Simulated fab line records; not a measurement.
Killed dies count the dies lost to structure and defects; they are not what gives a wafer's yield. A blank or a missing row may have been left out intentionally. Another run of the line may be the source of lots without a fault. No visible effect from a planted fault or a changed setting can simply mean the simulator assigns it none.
Which tool was responsible?    flow n5-finfet    23 lots, 69 wafers sampled, at 6 steps of a route of 1938

WHAT THE GAUGES SHOWED, per wafer
The record lacks any reading of a measuring or inspecting step that a usual standard deviation could be used to judge.

WHICH TOOL RAN EACH LOT (tool, then ch and the chambers of the sampled wafers, then the start)
lot   N5_BEOL_M1_ETCH_70                  N5_BEOL_M1_TRENCH_ETCH_37                      N5_BEOL_M1_ETCH_41                             N5_BEOL_M1_STRIP_97                            N5_BEOL_M1_ANNEAL_89          N5_BEOL_M1_SPUTTER_90
L074  rie-diel-06 ch 1,3, day 6 11:31     rie-diel-06 ch 1,3, day 6 13:49 or earlier     rie-diel-06 ch 1,3, day 6 13:49 or earlier     rie-diel-06 ch 1,3, day 6 13:49 or earlier     pvd-sputter-01, day 6 13:49   pvd-sputter-01, day 6 13:58
L075  rie-diel-05 ch 0,2, day 6 14:47     rie-diel-05 ch 0,2, day 6 16:59 or earlier     rie-diel-05 ch 0,2, day 6 16:59 or earlier     rie-diel-05 ch 0,2, day 6 16:59 or earlier     pvd-sputter-02, day 6 16:59   pvd-sputter-02, day 6 17:08
L076  rie-diel-01 ch 1,2,3, day 6 23:55   rie-diel-01 ch 1,2,3, day 7 02:23 or earlier   rie-diel-01 ch 1,2,3, day 7 02:23 or earlier   rie-diel-01 ch 1,2,3, day 7 02:23 or earlier   pvd-sputter-01, day 7 02:23   pvd-sputter-01, day 7 02:32
L077  rie-diel-01 ch 1,2,3, day 7 03:11   rie-diel-01 ch 1,2,3, day 7 05:29 or earlier   rie-diel-01 ch 1,2,3, day 7 05:29 or earlier   rie-diel-01 ch 1,2,3, day 7 05:29 or earlier   pvd-sputter-02, day 7 05:29   pvd-sputter-02, day 7 05:38
L078  rie-diel-01 ch 0,3, day 7 08:21     rie-diel-01 ch 0,3, day 7 10:37 or earlier     rie-diel-01 ch 0,3, day 7 10:37 or earlier     rie-diel-01 ch 0,3, day 7 10:37 or earlier     pvd-sputter-02, day 7 10:37   pvd-sputter-02, day 7 10:45
L079  rie-diel-05 ch 0,2,3, day 7 11:22   rie-diel-05 ch 0,2,3, day 7 13:59 or earlier   rie-diel-05 ch 0,2,3, day 7 13:59 or earlier   rie-diel-05 ch 0,2,3, day 7 13:59 or earlier   pvd-sputter-02, day 7 13:59   pvd-sputter-02, day 7 14:08
L080  rie-diel-06 ch 0,1,3, day 7 17:48   rie-diel-06 ch 0,1,3, day 7 20:23 or earlier   rie-diel-06 ch 0,1,3, day 7 20:23 or earlier   rie-diel-06 ch 0,1,3, day 7 20:23 or earlier   pvd-sputter-01, day 7 20:23   pvd-sputter-01, day 7 20:31
L082  rie-diel-01 ch 0,2,3, day 7 22:39   rie-diel-01 ch 0,2,3, day 8 00:46 or earlier   rie-diel-01 ch 0,2,3, day 8 00:46 or earlier   rie-diel-01 ch 0,2,3, day 8 00:46 or earlier   pvd-sputter-03, day 8 00:46   pvd-sputter-03, day 8 00:55
L081  rie-diel-01 ch 1,2,3, day 8 07:16   rie-diel-01 ch 1,2,3, day 8 09:34 or earlier   rie-diel-01 ch 1,2,3, day 8 09:34 or earlier   rie-diel-01 ch 1,2,3, day 8 09:34 or earlier   pvd-sputter-01, day 8 09:34   pvd-sputter-01, day 8 09:42
L083  rie-diel-05 ch 0,3, day 8 07:22     rie-diel-05 ch 0,3, day 8 09:41 or earlier     rie-diel-05 ch 0,3, day 8 09:41 or earlier     rie-diel-05 ch 0,3, day 8 09:41 or earlier     pvd-sputter-03, day 8 09:41   pvd-sputter-03, day 8 09:49
L084  rie-diel-01 ch 0,1,2, day 8 16:56   rie-diel-01 ch 0,1,2, day 8 19:19 or earlier   rie-diel-01 ch 0,1,2, day 8 19:19 or earlier   rie-diel-01 ch 0,1,2, day 8 19:19 or earlier   pvd-sputter-01, day 8 19:19   pvd-sputter-01, day 8 19:28
L085  rie-diel-05 ch 0,1,3, day 11 09:54  rie-diel-05 ch 0,1,3, day 11 12:00 or earlier  rie-diel-05 ch 0,1,3, day 11 12:00 or earlier  rie-diel-05 ch 0,1,3, day 11 12:00 or earlier  pvd-sputter-01, day 11 12:00  pvd-sputter-01, day 11 12:08
L088  rie-diel-01 ch 2,3, day 11 10:04    rie-diel-01 ch 2,3, day 11 12:14 or earlier    rie-diel-01 ch 2,3, day 11 12:14 or earlier    rie-diel-01 ch 2,3, day 11 12:14 or earlier    pvd-sputter-03, day 11 12:14  pvd-sputter-03, day 11 12:22
L095  rie-diel-06 ch 0,1,3, day 11 10:32  rie-diel-06 ch 0,1,3, day 11 13:46 or earlier  rie-diel-06 ch 0,1,3, day 11 13:46 or earlier  rie-diel-06 ch 0,1,3, day 11 13:46 or earlier  pvd-sputter-02, day 11 13:46  pvd-sputter-02, day 11 13:54
L094  rie-diel-05 ch 0,1,2, day 11 12:40  rie-diel-05 ch 0,1,2, day 11 15:08 or earlier  rie-diel-05 ch 0,1,2, day 11 15:08 or earlier  rie-diel-05 ch 0,1,2, day 11 15:08 or earlier  pvd-sputter-01, day 11 15:08  pvd-sputter-01, day 11 15:17
L089  rie-diel-01 ch 0,2,3, day 11 12:53  rie-diel-01 ch 0,2,3, day 11 15:42 or earlier  rie-diel-01 ch 0,2,3, day 11 15:42 or earlier  rie-diel-01 ch 0,2,3, day 11 15:42 or earlier  pvd-sputter-02, day 11 15:42  pvd-sputter-02, day 11 15:50
L091  rie-diel-06 ch 0,1,2, day 11 15:58  rie-diel-06 ch 0,1,2, day 11 18:04 or earlier  rie-diel-06 ch 0,1,2, day 11 18:04 or earlier  rie-diel-06 ch 0,1,2, day 11 18:04 or earlier  pvd-sputter-01, day 11 18:04  pvd-sputter-01, day 11 18:13
L092  rie-diel-01 ch 2,3, day 11 16:07    rie-diel-01 ch 2,3, day 11 18:32 or earlier    rie-diel-01 ch 2,3, day 11 18:32 or earlier    rie-diel-01 ch 2,3, day 11 18:32 or earlier    pvd-sputter-02, day 11 18:32  pvd-sputter-02, day 11 18:40
L087  rie-diel-06 ch 0,1,3, day 11 16:24  rie-diel-06 ch 0,1,3, day 11 19:04 or earlier  rie-diel-06 ch 0,1,3, day 11 19:04 or earlier  rie-diel-06 ch 0,1,3, day 11 19:04 or earlier  pvd-sputter-03, day 11 19:04  pvd-sputter-03, day 11 19:13
L093  rie-diel-06 ch 0,1,3, day 11 19:01  rie-diel-06 ch 0,1,3, day 11 21:49 or earlier  rie-diel-06 ch 0,1,3, day 11 21:49 or earlier  rie-diel-06 ch 0,1,3, day 11 21:49 or earlier  pvd-sputter-03, day 11 21:49  pvd-sputter-03, day 11 21:57
L086  rie-diel-01 ch 0,2,3, day 11 22:19  rie-diel-01 ch 0,2,3, day 12 00:46 or earlier  rie-diel-01 ch 0,2,3, day 12 00:46 or earlier  rie-diel-01 ch 0,2,3, day 12 00:46 or earlier  pvd-sputter-01, day 12 00:46  pvd-sputter-01, day 12 00:55
L096  rie-diel-05 ch 0,1,2, day 11 22:23  rie-diel-05 ch 0,1,2, day 12 00:57 or earlier  rie-diel-05 ch 0,1,2, day 12 00:57 or earlier  rie-diel-05 ch 0,1,2, day 12 00:57 or earlier  pvd-sputter-03, day 12 00:57  pvd-sputter-03, day 12 01:05
L097  rie-diel-05 ch 2,3, day 12 16:00    rie-diel-05 ch 2,3, day 12 18:58 or earlier    rie-diel-05 ch 2,3, day 12 18:58 or earlier    rie-diel-05 ch 2,3, day 12 18:58 or earlier    pvd-sputter-01, day 12 18:58  pvd-sputter-01, day 12 19:07
- N5_BEOL_M1_ETCH_70: etches SOC in N2/H2, target depth 80 nm, overetch 16 nm, time 120 s.
- N5_BEOL_M1_TRENCH_ETCH_37: etches SiOC in C4F6/O2, target depth 55.207 nm, time 29 s.
- N5_BEOL_M1_ETCH_41: etches SiCN in CH3F/O2, target depth 31.9 nm, time 57.8 s.
- N5_BEOL_M1_STRIP_97: strips in N2/H2, time 10 s.
- N5_BEOL_M1_ANNEAL_89: time 240 s.
- N5_BEOL_M1_SPUTTER_90: material Cu, target thk 4.5 nm, time 8.29 s.

WHAT THE TOOLS THEMSELVES READ (means of the sampled wafers that have a number; where no wafer has one, the mark that the record gives instead)
N5_BEOL_M1_ETCH_70.
lot   tool         drypump-motor-current-A (A)  oes-product-au (a.u.)  rf-vpp-V (V)  showerhead-plenum-p-Torr (Torr)  throttle-valve-pct (%)
L074  rie-diel-06  5.4                          0.57                   523.6         2.53                             17.89
L075  rie-diel-05  6.2                          0.55                   521.8         2.48                             18.04
L076  rie-diel-01  5.2                          0.56                   524.4         2.55                             17.90
L077  rie-diel-01  5.1                          0.56                   524.4         2.55                             17.91
L078  rie-diel-01  4.9                          0.58                   525.6         2.60                             18.08
L079  rie-diel-05  5.7                          0.61                   525.7         2.59                             17.92
L080  rie-diel-06  5.8                          0.58                   525.2         2.58                             17.77
L082  rie-diel-01  5.1                          0.57                   524.0         2.56                             18.02
L081  rie-diel-01  5.1                          0.55                   523.8         2.55                             17.94
L083  rie-diel-05  5.5                          0.65                   525.1         2.61                             17.91
L084  rie-diel-01  5.3                          0.57                   525.8         2.59                             17.92
L085  rie-diel-05  6.1                          0.58                   523.1         2.50                             18.01
L088  rie-diel-01  5.0                          0.54                   523.5         2.50                             18.09
L095  rie-diel-06  5.7                          0.57                   524.9         2.57                             17.80
L094  rie-diel-05  6.2                          0.54                   522.5         2.47                             18.04
L089  rie-diel-01  5.1                          0.56                   524.0         2.55                             18.07
L091  rie-diel-06  6.1                          0.61                   524.2         2.56                             17.65
L092  rie-diel-01  5.3                          0.56                   522.9         2.51                             18.02
L087  rie-diel-06  5.8                          0.57                   525.0         2.57                             17.80
L093  rie-diel-06  5.7                          0.57                   524.7         2.57                             17.80
L086  rie-diel-01  5.1                          0.55                   524.0         2.55                             18.09
L096  rie-diel-05  6.2                          0.54                   520.9         2.47                             18.05
L097  rie-diel-05  5.1                          0.61                   527.3         2.68                             17.87

N5_BEOL_M1_TRENCH_ETCH_37.
lot   tool         drypump-motor-current-A (A)  oes-product-au (a.u.)  rf-vpp-V (V)  showerhead-plenum-p-Torr (Torr)  throttle-valve-pct (%)
L074  rie-diel-06  5.4                          0.75                   661           2.85                             20.96
L075  rie-diel-05  6.2                          0.72                   670           2.80                             21.21
L076  rie-diel-01  5.2                          0.73                   678           2.87                             21.03
L077  rie-diel-01  5.2                          0.73                   677           2.87                             21.02
L078  rie-diel-01  4.9                          0.76                   685           2.90                             21.07
L079  rie-diel-05  5.7                          0.79                   666           2.90                             21.03
L080  rie-diel-06  5.7                          0.78                   661           2.88                             20.82
L082  rie-diel-01  5.1                          0.74                   684           2.87                             21.10
L081  rie-diel-01  5.2                          0.72                   678           2.87                             21.04
L083  rie-diel-05  5.5                          0.85                   664           2.92                             20.97
L084  rie-diel-01  5.3                          0.73                   685           2.91                             21.03
L085  rie-diel-05  6.1                          0.76                   660           2.82                             21.14
L088  rie-diel-01  5.0                          0.70                   676           2.81                             21.16
L095  rie-diel-06  5.7                          0.74                   660           2.88                             20.84
L094  rie-diel-05  6.2                          0.69                   662           2.80                             21.20
L089  rie-diel-01  5.1                          0.73                   684           2.86                             21.15
L091  rie-diel-06  6.1                          0.79                   662           2.86                             20.69
L092  rie-diel-01  5.3                          0.72                   682           2.83                             21.16
L087  rie-diel-06  5.7                          0.74                   660           2.87                             20.84
L093  rie-diel-06  5.8                          0.74                   660           2.87                             20.85
L086  rie-diel-01  5.1                          0.72                   683           2.86                             21.16
L096  rie-diel-05  6.2                          0.69                   662           2.80                             21.21
L097  rie-diel-05  5.1                          0.81                   662           2.97                             20.89

N5_BEOL_M1_ETCH_41.
lot   tool         CH3F_flow_sccm (sccm)  drypump-motor-current-A (A)  oes-product-au (a.u.)  rf-vpp-V (V)  showerhead-plenum-p-Torr (Torr)  throttle-valve-pct (%)
L074  rie-diel-06  30.01                  5.4                          0.75                   297.3         2.00                             16.42
L075  rie-diel-05  30.01                  6.2                          0.71                   295.4         1.97                             16.65
L076  rie-diel-01  30.03                  5.2                          0.73                   297.2         2.02                             16.50
L077  rie-diel-01  30.02                  5.2                          0.74                   296.5         2.02                             16.51
L078  rie-diel-01  29.96                  4.9                          0.75                   297.8         2.05                             16.55
L079  rie-diel-05  29.99                  5.7                          0.79                   297.7         2.03                             16.47
L080  rie-diel-06  30.05                  5.8                          0.76                   297.2         2.03                             16.30
L082  rie-diel-01  30.02                  5.1                          0.75                   297.4         2.02                             16.57
L081  rie-diel-01  29.97                  5.2                          0.72                   298.1         2.01                             16.52
L083  rie-diel-05  30.00                  5.5                          0.85                   298.8         2.05                             16.40
L084  rie-diel-01  30.06                  5.3                          0.74                   298.6         2.04                             16.50
L085  rie-diel-05  29.94                  6.1                          0.76                   296.1         1.98                             16.56
L088  rie-diel-01  30.01                  5.0                          0.71                   296.6         1.98                             16.65
L095  rie-diel-06  30.05                  5.7                          0.75                   297.9         2.02                             16.34
L094  rie-diel-05  29.95                  6.2                          0.69                   296.5         1.96                             16.65
L089  rie-diel-01  30.04                  5.1                          0.73                   297.5         2.01                             16.63
L091  rie-diel-06  30.03                  6.1                          0.79                   297.1         2.01                             16.18
L092  rie-diel-01  29.91                  5.2                          0.72                   296.8         1.99                             16.64
L087  rie-diel-06  30.05                  5.8                          0.75                   297.2         2.02                             16.34
L093  rie-diel-06  30.05                  5.7                          0.74                   297.5         2.02                             16.35
L086  rie-diel-01  30.07                  5.1                          0.73                   297.4         2.00                             16.64
L096  rie-diel-05  30.00                  6.2                          0.69                   296.6         1.96                             16.65
L097  rie-diel-05  29.94                  5.0                          0.80                   299.6         2.09                             16.36

N5_BEOL_M1_STRIP_97.
lot   tool         drypump-motor-current-A (A)  oes-product-au (a.u.)  rf-vpp-V (V)  showerhead-plenum-p-Torr (Torr)  throttle-valve-pct (%)
L074  rie-diel-06  5.5                          0.75                   59.9          2.53                             23.72
L075  rie-diel-05  6.2                          0.71                   59.3          2.47                             23.86
L076  rie-diel-01  5.2                          0.72                   59.4          2.55                             23.69
L077  rie-diel-01  5.1                          0.72                   58.7          2.55                             23.69
L078  rie-diel-01  4.9                          0.75                   60.3          2.60                             23.92
L079  rie-diel-05  5.7                          0.79                   59.5          2.58                             23.75
L080  rie-diel-06  5.8                          0.77                   58.9          2.57                             23.53
L082  rie-diel-01  5.1                          0.75                   59.2          2.56                             23.84
L081  rie-diel-01  5.1                          0.72                   58.3          2.55                             23.70
L083  rie-diel-05  5.5                          0.86                   60.0          2.61                             23.75
L084  rie-diel-01  5.3                          0.73                   59.2          2.59                             23.70
L085  rie-diel-05  6.1                          0.75                   59.4          2.50                             23.85
L088  rie-diel-01  5.0                          0.70                   58.0          2.50                             23.89
L095  rie-diel-06  5.7                          0.75                   59.5          2.56                             23.56
L094  rie-diel-05  6.2                          0.68                   58.3          2.47                             23.85
L089  rie-diel-01  5.1                          0.73                   59.5          2.54                             23.88
L091  rie-diel-06  6.1                          0.80                   59.2          2.55                             23.41
L092  rie-diel-01  5.2                          0.72                   58.2          2.50                             23.81
L087  rie-diel-06  5.7                          0.74                   58.2          2.56                             23.57
L093  rie-diel-06  5.8                          0.74                   58.9          2.56                             23.57
L086  rie-diel-01  5.1                          0.73                   59.3          2.54                             23.89
L096  rie-diel-05  6.2                          0.70                   59.2          2.47                             23.86
L097  rie-diel-05  5.0                          0.81                   59.2          2.67                             23.68

N5_BEOL_M1_ANNEAL_89.
lot   tool            heater-power-w (W)
L074  pvd-sputter-01  827
L075  pvd-sputter-02  805
L076  pvd-sputter-01  809
L077  pvd-sputter-02  791
L078  pvd-sputter-02  788
L079  pvd-sputter-02  834
L080  pvd-sputter-01  801
L082  pvd-sputter-03  869
L081  pvd-sputter-01  833
L083  pvd-sputter-03  867
L084  pvd-sputter-01  802
L085  pvd-sputter-01  794
L088  pvd-sputter-03  842
L095  pvd-sputter-02  802
L094  pvd-sputter-01  839
L089  pvd-sputter-02  818
L091  pvd-sputter-01  803
L092  pvd-sputter-02  816
L087  pvd-sputter-03  853
L093  pvd-sputter-03  872
L086  pvd-sputter-01  802
L096  pvd-sputter-03  859
L097  pvd-sputter-01  824

N5_BEOL_M1_SPUTTER_90.
lot   tool            throttle-valve-pct (%)
L074  pvd-sputter-01  30.2
L075  pvd-sputter-02  29.9
L076  pvd-sputter-01  30.6
L077  pvd-sputter-02  30.0
L078  pvd-sputter-02  29.7
L079  pvd-sputter-02  29.3
L080  pvd-sputter-01  30.6
L082  pvd-sputter-03  30.3
L081  pvd-sputter-01  30.5
L083  pvd-sputter-03  29.4
L084  pvd-sputter-01  30.6
L085  pvd-sputter-01  30.4
L088  pvd-sputter-03  29.6
L095  pvd-sputter-02  29.6
L094  pvd-sputter-01  30.3
L089  pvd-sputter-02  29.7
L091  pvd-sputter-01  30.4
L092  pvd-sputter-02  29.3
L087  pvd-sputter-03  29.4
L093  pvd-sputter-03  30.2
L086  pvd-sputter-01  30.4
L096  pvd-sputter-03  30.5
L097  pvd-sputter-01  30.1

THE ANSWER, worked out from the rows above alone
Rule: the lots themselves supply what counts as usual. The widest of any qualifying gaps counts: lots, ordered by their means at a reading, are off when they make up no more than a third of the lots, leave a main group of 4 or more, and stand apart from it by 3 or more times the standard deviation of that group's means. If all means in a main group match to the digits the tables above print for the reading, that group is not used. Also off: a lot with no number at a reading for which 4 or more lots have one. Any other lot the step has rows for is counted as sound. First the gauges in route order, then the tools' own readings, where a lot's mean is used as printed above. At the first step where some lot is off, the reading lying furthest off is the one used; lots without a number count as furthest.
Nothing can be told from this: no lot is off at any reading shown.

WHAT WAS PUT IN BY THE SIMULATOR
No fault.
